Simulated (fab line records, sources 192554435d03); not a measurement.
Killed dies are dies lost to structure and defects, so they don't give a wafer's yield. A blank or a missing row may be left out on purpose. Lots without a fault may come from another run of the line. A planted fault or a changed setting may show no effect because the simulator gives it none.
Which tool did it? | flow n5_finfet | 12 lots, 34 wafers sampled, at 5 steps of a route of 1938

WHAT THE GAUGES READ, wafer by wafer
N5_BEOL_M13_THK_MEAS_50: measures by xrf.
lot  | measured     | on            | M13_THK (nm)
L118 | day 10 22:52 | film_metro-02 | 425 431 439
L119 | day 11 03:53 | film_metro-01 | 425 429 426
L121 | day 12 04:11 | film_metro-02 | 431 435 825
L122 | day 12 12:20 | film_metro-02 | 432 805 807
L129 | day 13 13:44 | film_metro-02 | 425
L134 | day 15 02:04 | film_metro-01 | 430 438 425
L133 | day 15 10:38 | film_metro-02 | 436 429 437
L137 | day 16 04:19 | film_metro-02 | 422 421 422
L139 | day 16 11:01 | film_metro-02 | 444 430 442
L140 | day 16 12:25 | film_metro-01 | 419 430 421
L138 | day 16 13:42 | film_metro-01 | 447 429 442
L136 | day 16 13:35 | film_metro-01 | 435 420 422

N5_BEOL_M13_INSPECT_55: inspects for defects (darkfield).
lot  | measured     | on                | raw_defect_count
L118 | day 10 23:02 | defect_inspect-01 | 61 44 42
L119 | day 11 04:02 | defect_inspect-01 | 46 91 128
L121 | day 12 04:20 | defect_inspect-02 | 75 63 3123
L122 | day 12 12:29 | defect_inspect-01 | 85 3125 3035
L129 | day 13 13:53 | defect_inspect-02 | 35
L134 | day 15 02:14 | defect_inspect-01 | 32 31 74
L133 | day 15 10:48 | defect_inspect-02 | 58 71 48
L137 | day 16 04:29 | defect_inspect-01 | 39 63 56
L139 | day 16 11:10 | defect_inspect-02 | 48 63 77
L140 | day 16 12:34 | defect_inspect-01 | 74 65 68
L138 | day 16 13:52 | defect_inspect-02 | 81 77 90
L136 | day 16 13:44 | defect_inspect-02 | 58 66 65

WHICH TOOL RAN EACH LOT (tool, then ch and the chambers of the sampled wafers, then the start)
lot  | N5_BEOL_M13_STRIP_37                 | N5_BEOL_M13_ANNEAL_48            | N5_BEOL_M13_CMP_49
L118 | plasma_asher-01 ch 0,1, day 10 21:28 | rtp_anneal-01 ch 0, day 10 22:17 | cmp-01 ch 1,3, day 10 22:35
L119 | plasma_asher-02 ch 0,1, day 11 00:14 | rtp_anneal-02 ch 0, day 11 03:09 | cmp-01 ch 1,3, day 11 03:37
L121 | plasma_asher-01 ch 0,1, day 12 01:13 | rtp_anneal-01 ch 0, day 12 03:35 | cmp-01 ch 1,2,3, day 12 03:58
L122 | plasma_asher-01 ch 0,1, day 12 08:49 | rtp_anneal-01 ch 0, day 12 11:44 | cmp-01 ch 0,1,3, day 12 12:07
L129 | plasma_asher-02 ch 0, day 13 11:05   | rtp_anneal-02 ch 0, day 13 13:05 | cmp-01 ch 2, day 13 13:28
L134 | plasma_asher-01 ch 0,1, day 15 00:33 | rtp_anneal-02 ch 0, day 15 01:32 | cmp-02 ch 0,1, day 15 01:47
L133 | plasma_asher-01 ch 0,1, day 15 03:59 | rtp_anneal-02 ch 0, day 15 10:06 | cmp-02 ch 0,3, day 15 10:21
L137 | plasma_asher-01 ch 0,1, day 16 02:19 | rtp_anneal-01 ch 0, day 16 03:44 | cmp-01 ch 2,3, day 16 04:02
L139 | plasma_asher-01 ch 0,1, day 16 08:16 | rtp_anneal-01 ch 0, day 16 10:27 | cmp-02 ch 1,3, day 16 10:45
L140 | plasma_asher-01 ch 0,1, day 16 09:28 | rtp_anneal-01 ch 0, day 16 11:49 | cmp-01 ch 1,2, day 16 12:09
L138 | plasma_asher-02 ch 0,1, day 16 09:59 | rtp_anneal-02 ch 0, day 16 12:50 | cmp-02 ch 1,2,3, day 16 13:25
L136 | plasma_asher-01 ch 0,1, day 16 10:29 | rtp_anneal-01 ch 0, day 16 13:05 | cmp-03 ch 1,3, day 16 13:17
- N5_BEOL_M13_STRIP_37: strips in N2/H2.
- N5_BEOL_M13_ANNEAL_48: time 90 s.
- N5_BEOL_M13_CMP_49: polishes, stops on SiOC, t overpolish 17.1 s, target thk 420 nm.

WHAT THE TOOLS THEMSELVES READ (means of the sampled wafers that have a number; where no wafer has one, the mark that the record gives instead)
N5_BEOL_M13_STRIP_37.
lot  | tool            | drypump_motor_current_A (A) | heater_power_w (W) | oes_product_au (a.u.)
L118 | plasma_asher-01 | 5.9                         | 354                | 0.776
L119 | plasma_asher-02 | 6.5                         | 316                | 0.774
L121 | plasma_asher-01 | 5.9                         | 357                | 0.790
L122 | plasma_asher-01 | 5.8                         | 359                | 0.771
L129 | plasma_asher-02 | 6.4                         | 327                | 0.787
L134 | plasma_asher-01 | 5.8                         | 358                | 0.797
L133 | plasma_asher-01 | 6.2                         | 349                | 0.786
L137 | plasma_asher-01 | 6.2                         | 351                | 0.786
L139 | plasma_asher-01 | 6.2                         | 347                | 0.782
L140 | plasma_asher-01 | 6.2                         | 348                | 0.786
L138 | plasma_asher-02 | 6.4                         | 321                | 0.801
L136 | plasma_asher-01 | 6.2                         | 347                | 0.783

N5_BEOL_M13_ANNEAL_48.
lot  | tool          | wafer_temp_C_max
L118 | rtp_anneal-01 | 225.6
L119 | rtp_anneal-02 | 227.0
L121 | rtp_anneal-01 | 225.8
L122 | rtp_anneal-01 | 225.7
L129 | rtp_anneal-02 | 227.1
L134 | rtp_anneal-02 | 227.3
L133 | rtp_anneal-02 | 227.3
L137 | rtp_anneal-01 | 225.5
L139 | rtp_anneal-01 | 225.9
L140 | rtp_anneal-01 | 225.4
L138 | rtp_anneal-02 | 227.1
L136 | rtp_anneal-01 | 225.8

N5_BEOL_M13_CMP_49.
lot  | tool   | barrier_field_endpoint_s (s) | motor_current_A (A) | overpolish_run_s (s) | retaining_ring_pressure_frac | slurry_flow_ml_min
L118 | cmp-01 | 30.1                         | 6.0                 | 17.101               | 0.998                        | 149.9
L119 | cmp-01 | 30.2                         | 6.4                 | 17.098               | 0.996                        | 150.4
L121 | cmp-01 | 40.5                         | 6.0                 | 11.760               | 1.001                        | 151.0
L122 | cmp-01 | 50.5                         | 5.9                 | 6.532                | 0.997                        | 150.1
L129 | cmp-01 | 30.0                         | 5.5                 | 17.101               | 1.002                        | 150.9
L134 | cmp-02 | 31.0                         | 6.6                 | 17.098               | 1.007                        | 149.8
L133 | cmp-02 | 29.8                         | 7.4                 | 17.096               | 1.005                        | 150.0
L137 | cmp-01 | 30.3                         | 5.6                 | 17.101               | 0.999                        | 150.0
L139 | cmp-02 | 30.7                         | 6.8                 | 17.102               | 1.002                        | 150.0
L140 | cmp-01 | 30.8                         | 6.2                 | 17.102               | 1.000                        | 150.4
L138 | cmp-02 | 31.1                         | 6.4                 | 17.094               | 1.001                        | 149.8
L136 | cmp-03 | 29.5                         | 6.0                 | 17.100               | 1.002                        | 149.9

THE ANSWER, worked out from the rows above alone
Rule: what is usual is taken from the lots themselves. Put in order of their means at a reading, lots are off if they are a third of the lots or fewer, leave a main group of 4 or more, and stand apart from it by a gap of 3 or more times the standard deviation of the main group's means; of several such gaps the widest counts. A main group whose means are all the same, to the digits that the tables above print for the reading, isn't used. A lot without any number at a reading at which 4 lots or more have one is off too. The other lots that the step has rows for count as sound. The gauges are gone through in route order, then the tools' own readings, and for those a lot's mean is taken as printed above. The first step at which some lot is off is used, and at that step the reading that is off furthest; a lot without a number counts as furthest.
Off: L121, L122, at N5_BEOL_M13_THK_MEAS_50 (M13_THK). The main group: mean 430 nm, standard deviation 5.9.
A tool fits if, at a process step before that reading, it ran every lot that is off, and no sound lot after the first of them. The gauges at N5_BEOL_M13_THK_MEAS_50 aren't tried: what is off there is off at N5_BEOL_M13_INSPECT_55 too, on other tools, and a gauge's error can't cause that. None of those tried fits.

WHAT THE SIMULATOR HAD PUT IN
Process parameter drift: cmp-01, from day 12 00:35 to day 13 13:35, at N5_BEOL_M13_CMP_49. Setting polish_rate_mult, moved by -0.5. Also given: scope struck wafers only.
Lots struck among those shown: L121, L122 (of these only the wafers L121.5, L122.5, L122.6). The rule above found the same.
